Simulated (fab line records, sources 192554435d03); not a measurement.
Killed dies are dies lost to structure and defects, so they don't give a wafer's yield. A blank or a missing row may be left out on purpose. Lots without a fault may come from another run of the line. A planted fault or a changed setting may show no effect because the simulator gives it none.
Chamber matching | flow n5_finfet | N5_HKMG_FIN_ALD_91 on ald_metal-04: 4 sister chambers
The step deposits TiN, target thk 1 nm, pulse time 1 s, purge time 3 s. 8 wafers are shown with their chamber, then 10 later ones without.

WAFERS WITH THEIR CHAMBER
wafer  | chamber | heater_power_w (W) | precursor_pulse_height_rel
L077.3 | 0       | 984                | 0.987
L077.5 | 2       | 906                | 1.004
L081.3 | 2       | 890                | 0.986
L083.2 | 3       | 961                | 1.017
L083.3 | 1       | 798                | 1.013
L083.6 | 0       | 1022               | 1.037
L090.1 | 3       | 979                | 0.995
L090.5 | 1       | 781                | 0.980

WAFERS WITHOUT THEIR CHAMBER
wafer  | heater_power_w (W) | precursor_pulse_height_rel
L090.6 | 896                | 1.031
L091.1 | 904                | 0.996
L091.3 | 971                | 0.958
L091.6 | 790                | 0.980
L094.2 | 891                | 1.014
L094.5 | 987                | 1.000
L094.6 | 786                | 1.021
L096.4 | 985                | 0.971
L096.5 | 984                | 0.990
L096.6 | 965                | 0.999

WHICH CHAMBER EACH WENT THROUGH
wafer  | from the rows above     | in truth
L090.6 | 2                       | 2
L091.1 | 2                       | 2
L091.3 | can't be placed: 3 or 0 | 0
L091.6 | 1                       | 1
L094.2 | 2                       | 2
L094.5 | can't be placed: 3 or 0 | 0
L094.6 | 1                       | 1
L096.4 | can't be placed: 3 or 0 | 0
L096.5 | can't be placed: 3 or 0 | 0
L096.6 | can't be placed: 3 or 0 | 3
Placed correctly: 5 of 10. Can't be placed from these rows: 5 (the true chamber is among the candidates in 5). Placed wrongly: 0.
How it was worked out, from the rows above alone: a wafer's distance from a chamber is the root of the sum, over the readings, of the square of ((its reading less the chamber's mean) divided by the reading's scatter). The wafer belongs to the nearest chamber; if the next one is less than 2 further off, it can't be placed. A chamber's mean is the mean of its shown wafers. The scatter: the root of (the sum of the squares of (reading less its chamber's mean) over the shown wafers, divided by (wafers less chambers)).
